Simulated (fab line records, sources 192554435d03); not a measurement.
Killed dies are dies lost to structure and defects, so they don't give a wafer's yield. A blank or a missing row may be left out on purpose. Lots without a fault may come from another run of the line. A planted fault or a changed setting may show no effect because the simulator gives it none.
Chamber matching | flow n5_finfet | N5_BEOL_M2_STRIP_36 on rie_diel-02: 4 sister chambers
The step strips in N2/H2. 20 wafers are shown with their chamber, then 10 later ones without.

WAFERS WITH THEIR CHAMBER
wafer  | chamber | showerhead_plenum_p_Torr (Torr) | oes_product_au (a.u.) | throttle_valve_pct (%)
L075.1 | 3       | 2.58                            | 0.85                  | 23.71
L075.2 | 2       | 2.48                            | 0.90                  | 23.72
L075.4 | 1       | 2.57                            | 0.77                  | 23.76
L077.1 | 0       | 2.49                            | 0.96                  | 23.63
L077.4 | 1       | 2.57                            | 0.77                  | 23.77
L077.6 | 0       | 2.49                            | 0.96                  | 23.62
L081.3 | 3       | 2.57                            | 0.83                  | 23.72
L081.5 | 0       | 2.49                            | 0.93                  | 23.62
L081.6 | 3       | 2.57                            | 0.82                  | 23.74
L082.1 | 3       | 2.57                            | 0.82                  | 23.78
L082.3 | 2       | 2.47                            | 0.88                  | 23.78
L082.6 | 0       | 2.49                            | 0.93                  | 23.65
L085.2 | 3       | 2.57                            | 0.81                  | 23.80
L085.4 | 0       | 2.48                            | 0.89                  | 23.67
L085.5 | 0       | 2.48                            | 0.90                  | 23.66
L088.1 | 2       | 2.46                            | 0.86                  | 23.78
L088.4 | 3       | 2.57                            | 0.80                  | 23.79
L088.5 | 0       | 2.48                            | 0.90                  | 23.67
L091.2 | 0       | 2.48                            | 0.88                  | 23.64
L091.4 | 3       | 2.57                            | 0.80                  | 23.75

SIGNATURES (means of the wafers above)
reading                  | chamber 0 | chamber 1 | chamber 2 | chamber 3 | scatter within a chamber
showerhead_plenum_p_Torr | 2.4850    | 2.5700    | 2.4700    | 2.5714    | 0.00551
oes_product_au           | 0.9187    | 0.7700    | 0.8800    | 0.8186    | 0.0242
throttle_valve_pct       | 23.6450   | 23.7650   | 23.7600   | 23.7557   | 0.0283
Rule: a wafer's distance from a chamber is the root of the sum, over the readings, of the square of ((its reading less the chamber's mean) divided by the reading's scatter). The wafer belongs to the nearest chamber; if the next one is less than 2 further off, it can't be placed. The scatter: the root of (the sum of the squares of (reading less its chamber's mean) over the shown wafers, divided by (wafers less chambers)).

WAFERS WITHOUT THEIR CHAMBER
wafer  | showerhead_plenum_p_Torr (Torr) | oes_product_au (a.u.) | throttle_valve_pct (%)
L091.5 | 2.56                            | 0.74                  | 23.82
L093.1 | 2.48                            | 0.89                  | 23.67
L093.4 | 2.46                            | 0.84                  | 23.81
L093.6 | 2.48                            | 0.89                  | 23.70
L094.3 | 2.46                            | 0.84                  | 23.80
L094.5 | 2.55                            | 0.72                  | 23.82
L094.6 | 2.46                            | 0.84                  | 23.79
L096.1 | 2.47                            | 0.88                  | 23.67
L096.4 | 2.46                            | 0.84                  | 23.81
L096.5 | 2.46                            | 0.83                  | 23.77

WHICH CHAMBER EACH WENT THROUGH
wafer  | from the rows above     | in truth
L091.5 | can't be placed: 1 or 3 | 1
L093.1 | can't be placed: 0 or 2 | 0
L093.4 | 2                       | 2
L093.6 | can't be placed: 0 or 2 | 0
L094.3 | 2                       | 2
L094.5 | can't be placed: 1 or 3 | 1
L094.6 | 2                       | 2
L096.1 | can't be placed: 2 or 0 | 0
L096.4 | 2                       | 2
L096.5 | 2                       | 2
Placed correctly: 5 of 10. Can't be placed from these rows: 5 (the true chamber is among the candidates in 5). Placed wrongly: 0.
